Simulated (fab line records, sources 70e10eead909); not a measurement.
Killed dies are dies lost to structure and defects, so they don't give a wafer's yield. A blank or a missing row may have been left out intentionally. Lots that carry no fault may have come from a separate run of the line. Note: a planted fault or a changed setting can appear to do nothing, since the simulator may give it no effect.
Matching of chambers	flow nand_harc	NHARC_A_STAIRCASE_CMP_450 on cmp-04 has 4 sister chambers
The step polishes SiO2, target thk 200 nm. 4 wafers are shown with their chamber, then 8 later ones without.

== WAFERS WITH THEIR CHAMBER ==
wafer	chamber	motor_current_A (A)
L082.5	1	10.4
L083.1	0	11.7
L083.3	3	11.4
L086.1	2	12.3

== WAFERS WITH NO CHAMBER GIVEN ==
wafer	motor_current_A (A)
L086.5	11.2
L086.6	11.3
L090.2	12.2
L090.3	11.6
L090.5	11.3
L094.3	12.2
L094.4	10.8
L094.5	11.8

== WHICH CHAMBER EACH WENT THROUGH ==
wafer	from the rows above	in truth
L086.5	can't be placed: 3 or 0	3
L086.6	can't be placed: 3 or 0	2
L090.2	2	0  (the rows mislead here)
L090.3	can't be placed: 0 or 3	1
L090.5	can't be placed: 3 or 0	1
L094.3	2	2
L094.4	can't be placed: 1 or 3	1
L094.5	can't be placed: 0 or 3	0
1 of 8 placed correctly. These rows do not allow placing 6 (true chamber among the candidates in 3). 1 placed wrongly.
How it was worked out, from the rows above alone: a wafer's distance from a chamber is the root of the sum, over the readings, of the square of ((its reading less the chamber's mean) divided by the reading's scatter). If the next closest chamber is less than 2 further off than the closest, the wafer can't be placed; otherwise it belongs to the closest. A chamber's mean is the mean of its shown wafers. The scatter: root of mean squared gap, hidden wafer to nearest shown wafer, with one shown wafer a chamber.
